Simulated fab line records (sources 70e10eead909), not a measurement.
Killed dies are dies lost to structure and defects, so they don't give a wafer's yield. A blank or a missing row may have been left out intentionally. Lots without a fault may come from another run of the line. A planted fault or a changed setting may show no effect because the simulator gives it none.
Struck lot and sound lot, side by side + flow nandHarc + 14 out of 1159 route steps
Sound: wafers L233.1, L233.2, L233.3. Struck: wafer L243.1 (left out: L243.2, L243.6 of the same lot, which were not struck); the cause appears at the end.
Order at every step that has rows: each side's tool, ch and its chambers, its first start. Under that, the readings that differ: sound wafers + struck wafers + difference of the means + sigmas: that difference in standard deviations of wafers without a fault.
alike: same words and numbers on both sides, and readings whose means sit less than 2 such deviations apart. not compared: any withheld reading, any reading some wafer has no value for, any bound like >300 that may hide the same value, and any number with overlapping values for which the record gives no deviation.
A row with sigmas, a row that says differs or no value, or rows on one side alone: a step with any of these is where the two part. Numbers that don't overlap but have no deviation are shown without sigmas and don't part them. A reading missing from all wafers of one side parts the sides only when that side holds two or more wafers.

first, 1 step without rows for these wafers: NHARC_A_STAIRCASE_HARDBAKE_311 (time 140 s).
NHARC_A_STAIRCASE_DESCUM_312: chemistry O2, time 3 s.
  sound on rieDiel-04 ch 1,2,3, day 11 18:32; struck on rieDiel-04 ch 1, day 14 15:20
| reading             | sound    | struck | difference | sigmas |
|---------------------|----------|--------|------------|--------|
| rfHoursCounterH (h) | 53 51 50 | 9      | -42        |        |
  alike: drypumpMotorCurrentA, oesProductAu, rfVppV, showerheadPlenumPTorr, throttleValvePct
NHARC_A_STAIRCASE_ETCH_313: etches the open film in CF4/CHF3.
  sound on rieDiel-04 ch 1,2,3, day 11 18:37; struck on rieDiel-04 ch 0, day 14 15:26
| reading             | sound    | struck | difference | sigmas |
|---------------------|----------|--------|------------|--------|
| rfHoursCounterH (h) | 50 53 51 | 10     | -41        |        |
  alike: drypumpMotorCurrentA, oesProductAu, rfVppV, showerheadPlenumPTorr, throttleValvePct
then, 2 steps without rows for these wafers: NHARC_A_STAIRCASE_HM_OPEN_463 (chemistry O2/COS); NHARC_A_STAIRCASE_STRIP_464 (strips in O2/COS).
NHARC_A_STAIRCASE_ETCH_453: etches the open film in CF4/O2, target depth 30 nm, overetch 3 nm, time 16.5 s.
  sound: rieDiel-04 ch 0,2,3; struck: rieDiel-04 ch 3
| reading             | sound    | struck | difference | sigmas |
|---------------------|----------|--------|------------|--------|
| rfHoursCounterH (h) | 50 52 53 | 10     | -42        |        |
  alike: drypumpMotorCurrentA, oesProductAu, rfVppV, showerheadPlenumPTorr, throttleValvePct
NHARC_A_STAIRCASE_ETCH_315: etches the open film in C4F8/O2/Ar, target depth 2500 nm, time 607.1 s.
  sound: rieDiel-04 ch 0,1,2; struck: rieDiel-04 ch 0
| reading             | sound    | struck | difference | sigmas |
|---------------------|----------|--------|------------|--------|
| rfHoursCounterH (h) | 52 50 51 | 11     | -40        |        |
  alike: oesProductAu, rfVppV
NHARC_A_STAIRCASE_STRIP_316: strips in O2.
  sound: rieDiel-04 ch 0,1,2; struck: rieDiel-04 ch 2
| reading             | sound    | struck | difference | sigmas |
|---------------------|----------|--------|------------|--------|
| rfHoursCounterH (h) | 52 50 51 | 12     | -39        |        |
  alike: drypumpMotorCurrentA, oesProductAu, rfVppV, showerheadPlenumPTorr, throttleValvePct
then, 3 steps without rows for these wafers: NHARC_A_STAIRCASE_STRIP_317 (strips in SPM, time 900 s); NHARC_A_STAIRCASE_PRECLEAN_318 (cleans in SC1); NHARC_A_STAIRCASE_SRD_329.
NHARC_A_STAIRCASE_ALD_415: deposits SiO2, target thk 30 nm, pulse time 6 s, ald cycles 300.
  sound on aldHk-02 ch 0,2,3, day 11 20:28; struck on aldHk-02 ch 2, day 14 17:16
| reading                 | sound             | struck | difference | sigmas |
|-------------------------|-------------------|--------|------------|--------|
| aldCycles               | 300 300 300       | 377    | +77        |        |
| precursorPulseHeightRel | 1.006 0.973 0.971 | 1.035  | +0.052     | +2     |
  alike: heaterPowerW, susceptorTempC
then, 1 step without rows for these wafers: NHARC_A_STAIRCASE_ETCHBACK_416 (etches the open film in C4F8/O2/Ar, target depth 36 nm, time 7.2 s).
-- break in the record here, with 7 days between the starts of the struck wafers on either side (left off in module A_STAIRCASE, picked up again in module END, where the first step shown is number 1159 on the route) --
NHARC_END_SORT_01:
  sound on prober-02 ch 0, day 19 20:10; struck on prober-01 ch 0, day 22 01:45
| reading       | sound    | struck | difference | sigmas |
|---------------|----------|--------|------------|--------|
| killedAtArray | 28 26 28 | 672    | +645       | +73    |
| killedDies    | 35 28 30 | 677    | +646       | +73    |
| killedOpen    | 1 2 3    | 8      | +6         | +3     |
  alike: killedAtOther, killedAtPeriphery, killedShort

## WHERE THEY PART
First at NHARC_A_STAIRCASE_ALD_415; last, within this record, at NHARC_END_SORT_01.

WHY: what the simulator had put in
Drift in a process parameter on aldHk-02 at NHARC_A_STAIRCASE_ALD_415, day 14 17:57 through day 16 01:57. Setting aldCycles shifted by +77 from 300. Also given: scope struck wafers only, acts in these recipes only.
